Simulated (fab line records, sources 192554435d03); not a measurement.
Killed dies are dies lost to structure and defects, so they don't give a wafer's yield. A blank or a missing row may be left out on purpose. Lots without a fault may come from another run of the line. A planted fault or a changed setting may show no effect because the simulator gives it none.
fab line records | flow n5_finfet | part 2 of 2: steps 18 to 25 of 25
record lots=5 wafers=15 last_day=18
route steps=1938 shown FIN_SAQP@110
lots that met no fault: from a run of the same line without faults
start_h: hours from the record's first day to the start of the lot's first wafer shown | wait_h: hours since the lot's step before | " the same as in the row above | L1.1+2: a row that stands for several wafers | - no value, or no start given | * or withheld: withheld | < > ~ a bound
route shown NAME@n: a module of which the file shows steps, and the number in the route of the first | usual: mean/standard deviation of fault-free wafers | same: alike in all rows | chamber/n: place in a boat | sites: the reading at each site | _std_site: their standard deviation | _edge_site: outer sites' mean less inner sites' | radius_mm: how far each site lies from the wafer's centre | mask NAME#n: copy n | behind: the tool/chamber that last shaped the wafer | hold: why the lot was held/for how many hours/how that ended | device: the transistor (n, p or np) that didn't switch | end of line: the same wafers' tests at the end of the route | a step without rows: its recipe alone | killed: dies lost to structure and defects at the first sort, not the wafer's yield | map: a wafer's dies, x killed, . not, _ none there
set.NAME: the setting as run; set.NAME@STEP: as run at that earlier step | model.NAME: the simulator's own value behind a step, which no gauge read
lots at some steps of the route; a table a step, a row a wafer
services: from which hour (start_h, from the record's first day; less than 0 if before it) a tool's chamber was out of use, for how many hours, and why
## steps
# step N5_FIN_SAQP_MANDREL1_REMOVE_56
# recipe chemistry=HBr/Cl2/O2 bt_time_s=10 target=a-Si stop_on=SiNx endpoint=OES-SiCl over_etch_frac=1 icp_w=600 bias_w=22 HBr_flow_sccm=150 Cl2_flow_sccm=80 O2_flow_sccm=5 pressure_mtorr=10
# usual drypump_motor_current_A=5.5/0.5 oes_product_au=0.992/0.013 throttle_valve_pct=36.75/0.29
# columns lot.wafer tool chamber start_h wait_h drypump_motor_current_A oes_product_au rf_hours_counter_h throttle_valve_pct
L074.1 rie_si-05 2 23.73 0.1 5.7 0.981 16 36.89
L074.2 " 3 " " 5.5 0.977 76 36.32
L074.5 " 1 " " 5.4 1.006 - 37.05
L079.2 rie_si-01 3 53.86 0.1 6.0 0.977 109 37.31
L079.3 " 0 " " 5.9 1.007 81 36.41
L079.5 " 2 " " 5.0 0.976 - 36.63
L080.1 rie_si-05 1 59.64 0.1 5.4 1.009 72 37.06
L080.2 " 0 " " 4.9 0.987 7 37.17
L080.3 " 3 " " 5.5 0.976 77 36.29
L084.2 rie_si-01 3 86.52 0.1 5.9 0.982 109 37.32
L084.3 " 2 " " 5.0 0.992 49 36.64
L084.5 " 2 " " 5.0 0.995 - 36.64
L097.1 rie_si-05 2 162.45 0.1 5.8 0.990 19 36.88
L097.4 " 3 " " 5.5 0.986 79 36.30
L097.6 " 3 " " 5.5 0.990 - 36.29
# step N5_FIN_SAQP_CD_MEAS_27
# recipe target_cd_nm=20 landing_energy_ev=1000 detector=se_inlens polarity=line
# usual cd_nm=20.30/0.26
# columns lot.wafer tool chamber start_h wait_h cd_nm
L074.1 cd_sem-03 0 23.84 0.1 20.51
L074.2 " 0 " " 20.46
L074.5 " 0 " " 20.19
L079.2 cd_sem-02 0 53.98 0.1 20.47
L079.3 " 0 " " 19.83
L079.5 " 0 " " 20.17
L080.1 cd_sem-01 0 59.75 0.1 20.03
L080.2 " 0 " " 19.87
L080.3 " 0 " " 20.16
L084.2 cd_sem-02 0 86.64 0.1 20.42
L084.3 " 0 " " 20.11
L084.5 " 0 " " 20.09
L097.1 cd_sem-03 0 162.57 0.1 20.35
L097.4 " 0 " " 20.12
L097.6 " 0 " " 20.35
# step N5_FIN_SAQP_ETCH_57
# recipe chemistry=CH3F/O2 target=SiNx mask_material=SiO2 target_depth_a=325 time_s=46.4 pressure_mtorr=30 source_w=395 bias_w=73 Ar_flow_sccm=150 CH3F_flow_sccm=30 O2_flow_sccm=20 ion_energy_ev=120 ends=cleared
# usual drypump_motor_current_A=5.8/0.4 etch_rf_on_time_s=46.3/1.1 oes_product_au=0.66/0.052 rf_vpp_V=298/11 showerhead_plenum_p_Torr=2.00/0.058 throttle_valve_pct=16.44/0.22
# columns lot.wafer tool chamber start_h wait_h drypump_motor_current_A etch_rf_on_time_s oes_product_au rf_hours_counter_h rf_vpp_V showerhead_plenum_p_Torr throttle_valve_pct
L074.1 rie_diel-01 0 23.89 0.0 6.3 44.5 0.62 184 280 1.92 16.77
L074.2 " 3 " " 5.7 45.3 0.68 122 294 2.00 16.26
L074.5 " 0 " " 6.3 45.9 0.61 - 280 1.92 16.79
L079.2 rie_diel-02 1 54.02 0.0 5.9 47.3 0.66 96 306 1.93 16.20
L079.3 " 2 " " 5.7 47.1 0.72 56 307 2.05 16.36
L079.5 " 1 " " 5.8 48.7 0.66 - 307 1.92 16.20
L080.1 rie_diel-01 1 59.80 0.0 6.5 44.6 0.62 213 311 2.07 16.16
L080.2 " 3 " " 5.7 45.3 0.68 131 298 2.00 16.27
L080.3 " 0 " " 6.3 47.4 0.61 195 277 1.92 16.80
L084.2 rie_diel-01 0 86.68 0.0 6.2 47.1 0.59 205 279 1.92 16.82
L084.3 " 3 " " 5.8 45.8 0.67 140 296 1.99 16.29
L084.5 " 3 " " 5.8 46.2 0.67 - 296 1.99 16.29
L097.1 rie_diel-02 3 162.62 0.0 5.9 45.7 0.78 23 293 1.96 16.26
L097.4 " 0 " " 5.3 46.5 0.63 185 284 1.99 16.65
L097.6 " 0 " " 5.3 47.2 0.62 - 283 1.99 16.65
# step N5_FIN_SAQP_ETCH_65
# recipe chemistry=CF4 target=SiO2 target_depth_a=40 ion_energy_ev=350 time_s=4.4 pressure_mtorr=10 icp_w=800 bias_w=400 cf4_flow_sccm=80
# usual drypump_motor_current_A=5.5/0.55 oes_product_au=0.991/0.02 throttle_valve_pct=21.76/0.24
# same time_s=4.4
# columns lot.wafer tool chamber start_h wait_h drypump_motor_current_A oes_product_au rf_hours_counter_h throttle_valve_pct
L074.1 rie_si-06 0 23.99 0.1 6.6 0.987 170 21.95
L074.2 " 3 " " 5.0 0.970 5 21.42
L074.5 " 3 " " 5.0 0.966 - 21.44
L079.2 rie_si-06 1 54.13 0.1 6.0 0.981 126 21.57
L079.3 " 0 " " 6.6 0.998 170 21.95
L079.5 " 1 " " 6.0 0.977 - 21.57
L080.1 rie_si-01 3 59.91 0.1 5.9 0.993 109 22.14
L080.2 " 0 " " 6.0 1.024 81 21.88
L080.3 " 1 " " 5.7 0.996 123 21.64
L084.2 rie_si-06 2 86.79 0.1 5.0 0.991 0 21.72
L084.3 " 3 " " 5.0 0.959 6 21.44
L084.5 " 2 " " 5.0 0.988 - 21.71
L097.1 rie_si-06 3 162.73 0.1 4.9 0.963 8 21.42
L097.4 " 0 " " 6.6 0.979 172 21.94
L097.6 " 3 " " 4.9 0.959 - 21.42
# step N5_FIN_SAQP_MANDREL_ETCH_58
# recipe chemistry=HBr/Cl2 target=a-Si target_depth_a=450 bt_time_s=10 stop_on=SiNx mask_material=SiO2 over_etch_frac=0.8 time_s=27 pressure_mtorr=10 icp_w=800 bias_w=75 HBr_flow_sccm=150 Cl2_flow_sccm=80 ends=end_point
# usual drypump_motor_current_A=5.5/0.55 oes_product_au=0.699/0.009 throttle_valve_pct=35.58/0.27
# columns lot.wafer tool chamber start_h wait_h drypump_motor_current_A oes_product_au rf_hours_counter_h throttle_valve_pct
L074.1 rie_si-06 0 24.03 0.0 6.5 0.715 170 35.52
L074.2 " 3 " " 5.0 0.690 5 35.50
L074.5 " 3 " " 5.0 0.707 - 35.50
L079.2 rie_si-06 1 54.16 0.0 6.0 0.702 126 35.35
L079.3 " 0 " " 6.5 0.695 170 35.56
L079.5 " 1 " " 6.0 0.708 - 35.32
L080.1 rie_si-01 3 59.94 0.0 5.9 0.694 109 36.16
L080.2 " 0 " " 5.9 0.695 81 35.32
L080.3 " 1 " " 5.7 0.714 123 35.58
L084.2 rie_si-06 2 86.82 0.0 5.0 0.695 0 35.68
L084.3 " 3 " " 5.0 0.683 6 35.55
L084.5 " 2 " " 5.0 0.706 - 35.65
L097.1 rie_si-06 3 162.76 0.0 5.0 0.703 8 35.53
L097.4 " 0 " " 6.5 0.716 173 35.52
L097.6 " 3 " " 5.0 0.699 - 35.51
# step N5_FIN_SAQP_RECESS_63
# recipe chemistry=HF/NH3 target=SiO2 target_depth_a=180 afs_cycles=3 temp_c=30 sublimation_temp_c=180 sublimation_time_s=60
# usual drypump_motor_current_A=5.4/0.48
# columns lot.wafer tool chamber start_h wait_h drypump_motor_current_A
L074.1 vapor_etch-01 1 24.11 0.1 6.0
L074.2 " 0 " " 4.7
L074.5 " 0 " " 4.7
L079.2 vapor_etch-01 0 54.24 0.1 4.7
L079.3 " 1 " " 6.0
L079.5 " 1 " " 6.0
L080.1 vapor_etch-01 0 60.02 0.1 4.7
L080.2 " 1 " " 5.9
L080.3 " 1 " " 5.9
L084.2 vapor_etch-01 1 86.90 0.1 5.9
L084.3 " 0 " " 4.7
L084.5 " 0 " " 4.7
L097.1 vapor_etch-02 1 162.84 0.1 5.3
L097.4 " 0 " " 5.8
L097.6 " 1 " " 5.3
# step N5_FIN_SAQP_COAT_68
# recipe resist=SOC temp_c=250 time_s=60 spin_rpm=1500 resist_thk_nm=100
# same time_s=60
# columns lot.wafer tool chamber start_h wait_h
L074.1+2+5 litho_track-02 0 24.50 0.3
L079.2+3+5 litho_track-05 0 54.63 0.3
L080.1+2+3 litho_track-02 0 60.40 0.3
L084.2+3+5 litho_track-02 0 87.41 0.3
L097.1+4+6 litho_track-02 0 163.23 0.3
# step N5_FIN_SAQP_ETCH_69
# recipe chemistry=N2/H2 target=SOC target_depth_a=1500 stop_on=SiNx ion_energy_ev=100 bias_w=61 pressure_mtorr=30 source_w=850 n2_flow_sccm=200 h2_flow_sccm=200
# usual drypump_motor_current_A=5.8/0.45 oes_product_au=0.75/0.057 rf_vpp_V=240.7/1.3 showerhead_plenum_p_Torr=2.55/0.076 throttle_valve_pct=17.98/0.24
# columns lot.wafer tool chamber start_h wait_h drypump_motor_current_A oes_product_au rf_hours_counter_h rf_vpp_V showerhead_plenum_p_Torr throttle_valve_pct
L074.1 rie_diel-02 1 24.57 - 5.9 0.77 87 239.6 2.50 17.98
L074.2 " 0 " " 5.3 0.77 140 242.4 2.56 18.25
L074.5 " 0 " " 5.3 0.77 - 241.5 2.56 18.24
L079.2 rie_diel-05 2 54.69 - 5.9 0.75 161 241.3 2.51 17.49
L079.3 " 0 " " 6.4 0.77 121 239.7 2.47 17.84
L079.5 " 0 " " 6.4 0.77 - 238.8 2.47 17.83
L080.1 rie_diel-05 2 60.47 - 5.9 0.74 163 240.8 2.51 17.51
L080.2 " 3 " " 5.6 0.71 190 241.4 2.63 17.70
L080.3 " 1 " " 4.7 0.71 166 242.1 2.64 18.24
L084.2 rie_diel-02 0 87.53 - 5.3 0.75 160 240.3 2.55 18.30
L084.3 " 1 " " 5.9 0.76 108 238.4 2.49 18.01
L084.5 " 0 " " 5.2 0.75 - 240.4 2.55 18.30
L097.1 rie_diel-05 3 163.29 - 5.6 0.68 222 242.2 2.62 17.75
L097.4 " 0 " " 6.4 0.73 158 238.5 2.45 17.91
L097.6 " 0 " " 6.4 0.73 - 240.3 2.45 17.91
## services
# columns tool chamber start_h hours kind
rie_si-05 3 -2.33 1.4 repair
rie_si-01 1 -1.04 5.2 repair
ald_sin-01 1 5.12 3.7 repair
rie_si-05 0 5.46 6.9 repair
rie_diel-05 2 11.21 2.5 repair
ald_sin-03 1 34.04 12.3 repair
rie_si-06 0 37.78 3.2 repair
ald_sin-01 2 38.54 3.2 repair
ald_sin-01 1 40.54 4.0 repair
rie_si-01 1 48.21 6.2 repair
rie_si-06 2 48.76 - clean
ald_sin-04 0 54.95 3.0 repair
rie_diel-02 - 65.60 2.8 pm
rie_diel-01 3 70.89 5.6 repair
wet_bench-03 - 72.24 1.0 repair
rie_si-05 0 81.21 1.4 repair
ald_sin-03 - 85.74 14.0 pm
ald_sin-01 1 99.03 2.6 repair
ald_sin-04 - 112.23 14.6 pm
ald_sin-01 2 127.67 1.4 repair
rie_si-05 1 130.68 2.4 repair
rie_diel-05 3 132.65 7.5 repair
rie_diel-01 1 135.00 12.9 repair
rie_si-05 2 143.00 9.1 repair
